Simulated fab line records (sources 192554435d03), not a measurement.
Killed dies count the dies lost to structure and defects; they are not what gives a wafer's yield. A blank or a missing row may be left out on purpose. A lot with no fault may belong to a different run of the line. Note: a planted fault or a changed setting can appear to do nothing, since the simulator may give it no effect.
Chamber matching -- flow n5Finfet -- N5_BEOL_M8_DESCUM_16 on rieDiel-04: 4 sister chambers
The step chemistry O2, time 7.9 s. 4 wafers are shown with their chamber, then 8 later ones without.

EACH WAFER AND ITS CHAMBER
wafer,chamber,showerheadPlenumPTorr (Torr)
L090.2,1,2.14
L090.3,0,1.96
L090.4,2,2.04
L091.1,3,1.96

WAFERS WHOSE CHAMBER IS MISSING
wafer,showerheadPlenumPTorr (Torr)
L091.3,1.96
L091.4,1.96
L096.1,2.13
L096.2,2.03
L096.4,1.96
L097.4,1.95
L097.5,2.13
L097.6,2.03

WHICH CHAMBER EACH ONE RAN IN
wafer,from the rows above,in truth
L091.3,can't be placed: 0 or 3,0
L091.4,can't be placed: 0 or 3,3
L096.1,1,1
L096.2,2,2
L096.4,can't be placed: 0 or 3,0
L097.4,can't be placed: 0 or 3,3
L097.5,1,1
L097.6,2,2
Correctly placed: 4 of 8. Not placeable from these rows: 4 (in 4, the candidates include the true chamber). Number placed wrongly: 0.
How it was worked out, from the rows above alone: a wafer's distance from a chamber is the root of the sum, over the readings, of the square of ((its reading less the chamber's mean) divided by the reading's scatter). The wafer belongs to the nearest chamber; if the next one is less than 2 further off, it can't be placed. The mean given for a chamber averages the wafers shown for that chamber. The scatter: with one shown wafer a chamber, the root of the mean of the squares of how far each hidden wafer lies from its nearest shown one.
